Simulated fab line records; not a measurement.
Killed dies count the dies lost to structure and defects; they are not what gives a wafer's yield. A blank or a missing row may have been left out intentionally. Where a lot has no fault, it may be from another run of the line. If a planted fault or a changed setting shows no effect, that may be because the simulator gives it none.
Matching of chambers | flow nand-harc | rie-diel-02 running NHARC_A_BONDPAD_ETCH_34: 4 sister chambers
The step etches the open film in N2/H2, target depth 60 nm, overetch 18 nm, time 65.91 s. 16 wafers are shown with their chamber, then 8 later ones without.

== WAFERS, EACH WITH ITS CHAMBER ==
wafer  | chamber | rf-vpp-V (V) | oes-product-au (a.u.) | throttle-valve-pct (%)
L959.1 | 3       | 434.4        | 1.000                 | 14.174
L959.2 | 1       | 427.9        | 1.020                 | 14.170
L959.6 | 1       | 427.9        | 1.031                 | 14.165
L961.1 | 0       | 432.2        | 1.001                 | 14.171
L961.4 | 2       | 428.3        | 1.027                 | 14.177
L961.5 | 0       | 432.1        | 0.997                 | 14.168
L960.1 | 0       | 433.0        | 0.988                 | 14.172
L960.4 | 2       | 426.4        | 1.013                 | 14.162
L960.5 | 0       | 433.1        | 0.987                 | 14.177
L962.2 | 3       | 434.9        | 0.987                 | 14.159
L962.4 | 0       | 432.6        | 0.998                 | 14.174
L962.5 | 3       | 434.2        | 0.989                 | 14.169
L972.1 | 2       | 428.8        | 1.004                 | 14.158
L972.2 | 0       | 432.1        | 0.972                 | 14.162
L972.3 | 1       | 428.0        | 1.018                 | 14.183
L975.2 | 1       | 427.2        | 1.003                 | 14.165

SIGNATURES (averages over the wafers above)
reading            | chamber 0 | chamber 1 | chamber 2 | chamber 3 | scatter within a chamber
rf-vpp-V           | 432.517   | 427.750   | 427.833   | 434.500   | 0.639
oes-product-au     | 0.99050   | 1.01800   | 1.01467   | 0.99200   | 0.0105
throttle-valve-pct | 14.17067  | 14.17075  | 14.16567  | 14.16733  | 0.00747
Rule: a wafer lies at a distance from a chamber equal to the root of the sum of squares, over the readings, of (its reading less the chamber's mean, divided by the reading's scatter). If the next closest chamber is less than 2 further off than the closest, the wafer can't be placed; otherwise it belongs to the closest. The scatter: the root of (the sum of the squares of (reading less its chamber's mean) over the shown wafers, divided by (wafers less chambers)).

== WAFERS WITHOUT THEIR CHAMBER ==
wafer  | rf-vpp-V (V) | oes-product-au (a.u.) | throttle-valve-pct (%)
L975.4 | 428.0        | 1.010                 | 14.164
L975.5 | 427.6        | 0.998                 | 14.150
L978.1 | 433.5        | 0.986                 | 14.164
L978.2 | 428.5        | 1.004                 | 14.174
L978.5 | 434.1        | 0.997                 | 14.175
L981.1 | 427.4        | 0.992                 | 14.176
L981.4 | 431.6        | 0.979                 | 14.160
L981.6 | 434.9        | 0.986                 | 14.165

== EACH ONE'S CHAMBER ==
wafer  | from the rows above     | in truth
L975.4 | can't be placed: 2 or 1 | 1
L975.5 | can't be placed: 2 or 1 | 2
L978.1 | can't be placed: 3 or 0 | 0
L978.2 | can't be placed: 1 or 2 | 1
L978.5 | can't be placed: 3 or 0 | 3
L981.1 | can't be placed: 1 or 2 | 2
L981.4 | 0                       | 0
L981.6 | 3                       | 3
Placed correctly: 2 of 8. Cannot be placed on the basis of these rows: 6; the candidates contain the true chamber in 6. 0 placed wrongly.
